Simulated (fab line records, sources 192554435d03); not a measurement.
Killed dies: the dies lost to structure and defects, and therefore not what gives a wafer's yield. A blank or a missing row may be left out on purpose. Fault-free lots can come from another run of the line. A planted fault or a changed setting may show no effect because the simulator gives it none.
Lot-split experiment    flow n5_finfet    7 lots, 21 wafers read, on a route of 1938 steps

ON THE SPLIT
At N5_BEOL_M1_EXPOSE_25 (exposes mask V0, defocus 5 nm, target cd 24 nm), the setting dose_mj was moved away from the recipe's 63 on 7 of the 21 wafers read, by -5.3% to +6.2%. This setting was run at the recipe's value on the other wafers.

FROM THE SPLIT TO THE READING: what the file shows between them, 2 steps
- N5_BEOL_M1_PEB_26: peb time 60 s
- N5_BEOL_M1_DEVELOP_27: develop time 30 s

THE READING
cd_nm, in nm, at N5_BEOL_M1_CD_MEAS_28 (target cd y 23.3 nm). Typical for fault-free wafers on this fab line: 23.92 nm, with standard deviation 0.24 nm.

wafer   tool, chamber at the split  dose_mj as run  against the recipe  cd_nm, nm  against lot-mates on the recipe
L078.3  euv_scanner-01, 0           63              recipe              23.38      -
L078.4  euv_scanner-01, 0           59.72           -5.2%               22.55      -0.83
L078.6  euv_scanner-01, 0           59.72           -5.2%               22.56      -0.82
L080.1  euv_scanner-01, 0           63              recipe              23.51      -
L080.2  euv_scanner-01, 0           66.9            +6.2%               25.08      +1.41
L080.6  euv_scanner-01, 0           63              recipe              23.82      -
L082.1  euv_scanner-02, 0           63              recipe              23.65      -
L082.3  euv_scanner-02, 0           63              recipe              23.85      -
L082.6  euv_scanner-02, 0           63              recipe              24.23      -
L084.2  euv_scanner-02, 0           63              recipe              23.64      -
L084.3  euv_scanner-02, 0           63              recipe              23.70      -
L084.4  euv_scanner-02, 0           63              recipe              23.84      -
L087.2  euv_scanner-02, 0           63              recipe              23.78      -
L087.3  euv_scanner-02, 0           63              recipe              23.98      -
L087.6  euv_scanner-02, 0           63              recipe              23.92      -
L093.1  euv_scanner-01, 0           60.9            -3.3%               23.33      -1.29
L093.3  euv_scanner-01, 0           60.9            -3.3%               23.40      -1.22
L093.6  euv_scanner-01, 0           63              recipe              24.62      -
L094.2  euv_scanner-01, 0           59.69           -5.3%               23.09      -0.83
L094.3  euv_scanner-01, 0           63              recipe              23.92      -
L094.5  euv_scanner-01, 0           59.69           -5.3%               22.82      -1.10

FIT RESULTS
A straight line over all 21 wafers: cd_nm changes by +0.199 nm for each +1% of dose_mj; r = +0.89; the points scatter about the line by 0.28 nm.
The same after taking each lot's own level away (the mean of its wafers on the recipe; 21 wafers): +0.21 nm for each +1%; r = +0.92; scatter 0.24 nm.
On that fit, the largest move of dose_mj shifts the reading by 1.3 nm.
Across the lots, their own levels run from 23.380 to 24.620 nm, a range of 5.2 times the standard deviation given above.
So the lot-to-lot level changes the slope little: the two slopes agree.
Check: for one of the wafers moved furthest among these (+6.2%), held out of the fit, the line's prediction against its lot-mates is +1.21 nm. It came out at +1.41 nm against them.

FURTHER SPLITS ON THESE WAFERS
Other splits were also applied to these wafers ahead of the reading. Each is held against what the fit with the lots' levels taken away leaves over:
other split on the same wafers     wafers away from the commonest value  r with cd_nm (lot level and that fit taken away)
N5_BEOL_M0_SAQP_PECVD_97 time_s    7                                     +0.36
N5_BEOL_M0_SAQP_PEB_12 peb_time_s  9                                     +0.40
N5_BEOL_M0_DEP_125 time_s          9                                     +0.30

THE WHOLE CHAIN: every reading that the file lists as answering this split, in the file's order
step                    what it does                                                        reading                                                         change (the file's fit)                r (the file's)
N5_BEOL_M1_CD_MEAS_28   target cd y 23.3 nm                                                 cd_nm                                                           +0.214 nm for each +1% of the setting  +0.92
N5_BEOL_M1_VIA_ETCH_34  etches the open film in C4F6/O2, target depth 67.8 nm, time 64.4 s  BEOL_M1.cd_nm (the simulator's own value, which no gauge read)  +0.191 nm for each +1% of the setting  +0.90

THE FILE'S OWN FIT
cd_nm changes by +0.214 nm for each +1% of dose_mj, r = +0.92.
